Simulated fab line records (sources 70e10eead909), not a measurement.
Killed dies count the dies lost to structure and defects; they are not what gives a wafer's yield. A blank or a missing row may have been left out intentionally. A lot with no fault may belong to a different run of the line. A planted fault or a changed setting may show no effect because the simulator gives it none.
Matching of chambers | flow nandHarc | NHARC_A_STAIRCASE_TRIM_187 on rieDiel-01 has 4 sister chambers
The step chemistry O2, time 211.2 s. 18 wafers are shown with their chamber, then 9 later ones without.

== WAFERS WITH THEIR CHAMBER ==
wafer  | chamber | showerheadPlenumPTorr (Torr) | oesProductAu (a.u.) | rfVppV (V)
L074.1 | 3       | 3.79                         | 1.006               | 58.8
L074.2 | 2       | 3.30                         | 1.010               | 58.3
L074.4 | 0       | 3.57                         | 0.979               | 57.5
L080.1 | 2       | 3.29                         | 1.017               | 58.3
L080.3 | 1       | 3.34                         | 1.013               | 57.3
L080.5 | 0       | 3.56                         | 1.000               | 57.2
L081.3 | 1       | 3.34                         | 0.998               | 57.4
L081.4 | 0       | 3.55                         | 0.995               | 59.8
L081.6 | 0       | 3.55                         | 0.994               | 58.5
L082.1 | 1       | 3.34                         | 1.002               | 58.1
L082.4 | 3       | 3.77                         | 1.010               | 55.8
L082.6 | 2       | 3.28                         | 1.007               | 56.9
L083.1 | 3       | 3.77                         | 1.015               | 58.0
L083.3 | 2       | 3.28                         | 1.009               | 57.7
L083.5 | 0       | 3.55                         | 1.004               | 58.9
L083.2 | 1       | 3.33                         | 0.996               | 56.2
L083.4 | 0       | 3.55                         | 0.992               | 57.3
L083.6 | 3       | 3.77                         | 1.005               | 59.8

SIGNATURES, as means of the wafers listed above
reading               | chamber 0 | chamber 1 | chamber 2 | chamber 3 | scatter within a chamber
showerheadPlenumPTorr | 3.5550    | 3.3375    | 3.2875    | 3.7750    | 0.00845
oesProductAu          | 0.99400   | 1.00225   | 1.01075   | 1.00900   | 0.00685
rfVppV                | 58.200    | 57.250    | 57.800    | 58.100    | 1.11
Rule: distance of a wafer from a chamber = root of the sum over the readings of ((wafer's reading minus chamber's mean) / reading's scatter) squared. If the next closest chamber is less than 2 further off than the closest, the wafer can't be placed; otherwise it belongs to the closest. How the scatter is found: for the shown wafers, subtract from each reading the mean of its chamber, square and add these, divide the total by (wafers less chambers), then take the root.

== WAFERS WITHOUT THEIR CHAMBER ==
wafer  | showerheadPlenumPTorr (Torr) | oesProductAu (a.u.) | rfVppV (V)
L085.1 | 3.33                         | 1.014               | 56.3
L085.2 | 3.55                         | 1.000               | 59.0
L085.3 | 3.28                         | 1.014               | 57.0
L089.1 | 3.27                         | 1.014               | 56.8
L089.3 | 3.76                         | 1.017               | 57.8
L089.6 | 3.27                         | 1.018               | 57.2
L094.1 | 3.75                         | 1.021               | 57.7
L094.2 | 3.54                         | 0.997               | 56.6
L094.4 | 3.32                         | 1.013               | 57.6

== THE CHAMBER EACH PASSED THROUGH ==
wafer  | from the rows above     | in truth
L085.1 | 1                       | 1
L085.2 | 0                       | 0
L085.3 | 2                       | 2
L089.1 | 2                       | 2
L089.3 | 3                       | 3
L089.6 | 2                       | 2
L094.1 | 3                       | 3
L094.2 | 0                       | 0
L094.4 | can't be placed: 1 or 2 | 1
Correctly placed: 8 of 9. Unplaceable from these rows: 1, with the true chamber sitting among the candidates in 1. Number placed wrongly: 0.
